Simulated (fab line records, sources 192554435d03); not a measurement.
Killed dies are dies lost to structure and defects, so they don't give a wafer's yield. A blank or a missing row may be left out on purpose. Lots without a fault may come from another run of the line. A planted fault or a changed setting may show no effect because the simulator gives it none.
One fault seen from 2 desks | flow n5_finfet | each desk has only its own numbers; what lay behind them comes last

THE TOOL OWNER'S DESK: rie_diel-06
The tool's own readings at N5_BEOL_M13_TRENCH_ETCH_34 (etches SiOC in C4F8/O2/Ar, target depth 413.47 nm, time 162.6 s): means of the sampled wafers that have a number, for each lot that ran on this tool. A lot is out of limits, marked OUT, if its mean lies more than 4 standard deviations from the usual mean; the brackets give that distance.
Columns: A = drypump_motor_current_A at N5_BEOL_M13_TRENCH_ETCH_34, usual 6.0 A; B = oes_product_au at N5_BEOL_M13_TRENCH_ETCH_34, usual 0.78 a.u.; C = rf_vpp_V at N5_BEOL_M13_TRENCH_ETCH_34, usual 665 V; D = showerhead_plenum_p_Torr at N5_BEOL_M13_TRENCH_ETCH_34, usual 3.39 Torr; E = throttle_valve_pct at N5_BEOL_M13_TRENCH_ETCH_34, usual 24.30 %
lot  | first seen here | A   | B    | C   | D    | E
L181 | day 12 07:08    | 6.5 | 0.77 | 665 | 3.38 | 24.03
L180 | day 12 19:43    | 6.0 | 0.84 | 663 | 3.38 | 24.25
L184 | day 13 10:11    | 5.9 | 0.90 | 666 | 3.44 | 24.47
L185 | day 14 05:50    | 6.3 | 0.77 | 663 | 3.34 | 24.07
L189 | day 14 15:11    | 6.2 | 0.78 | 664 | 3.38 | 24.14
This desk's finding: nothing out of limits on any of the 5 lots.

THE METROLOGY DESK
What the gauges read, lot by lot, whatever tool the lot ran on: means of the sampled wafers that have a number. A lot is out of limits, marked OUT, if its mean lies more than 4 standard deviations from the usual mean; the brackets give that distance. Of its 28 readings 7 are shown: those that lie furthest out on some lot.
Columns: A = trench_depth_nm at N5_BEOL_M13_OCD_MEAS_35, usual 415 nm; B = M13_THK at N5_BEOL_M13_THK_MEAS_50, usual 418 nm; C = M13_RS at N5_BEOL_M13_RS_MEAS_54, usual 0.0449 ohm/sq; D = COMB_M5 at N5_BEOL_M15_RC_MEAS_101, usual 3.6e-11 S/m; E = COMB_M5_max_site at N5_BEOL_M15_RC_MEAS_101, usual 5.3e-11 S/m; F = SERP_M13 at N5_BEOL_M15_RC_MEAS_101, usual 0.307 ohm/um; G = SERP_M13_max_site at N5_BEOL_M15_RC_MEAS_101, usual 0.311 ohm/um
lot  | first seen here | A   | B   | C      | D       | E       | F     | G
L178 | day 12 01:56    | 407 | 409 | 0.0460 | 3.1e-11 | 4.7e-11 | 0.310 | 0.312
L181 | day 12 06:40    | 416 | 421 | 0.0449 | 5.4e-11 | 8.3e-11 | 0.310 | 0.313
L180 | day 12 19:15    | 424 | 423 | 0.0440 | 3.9e-11 | 6.4e-11 | 0.302 | 0.306
L184 | day 13 09:43    | 426 | 425 | 0.0438 | 3.3e-11 | 4.8e-11 | 0.300 | 0.303
L185 | day 14 05:23    | 435 | 443 | 0.0429 | 3.7e-11 | 5.1e-11 | 0.293 | 0.296
L189 | day 14 14:43    | 442 | 442 | 0.0422 | 3.6e-11 | 5.9e-11 | 0.285 | 0.289
L196 | day 16 17:34    | 411 | 413 | 0.0453 | 3.9e-11 | 5.1e-11 | 0.309 | 0.312
This desk's finding: nothing out of limits on any of the 7 lots.

PUT TOGETHER
The tool owner's desk saw nothing out of limits.
The metrology desk saw nothing out of limits.

WHAT THE SIMULATOR HAD PUT IN
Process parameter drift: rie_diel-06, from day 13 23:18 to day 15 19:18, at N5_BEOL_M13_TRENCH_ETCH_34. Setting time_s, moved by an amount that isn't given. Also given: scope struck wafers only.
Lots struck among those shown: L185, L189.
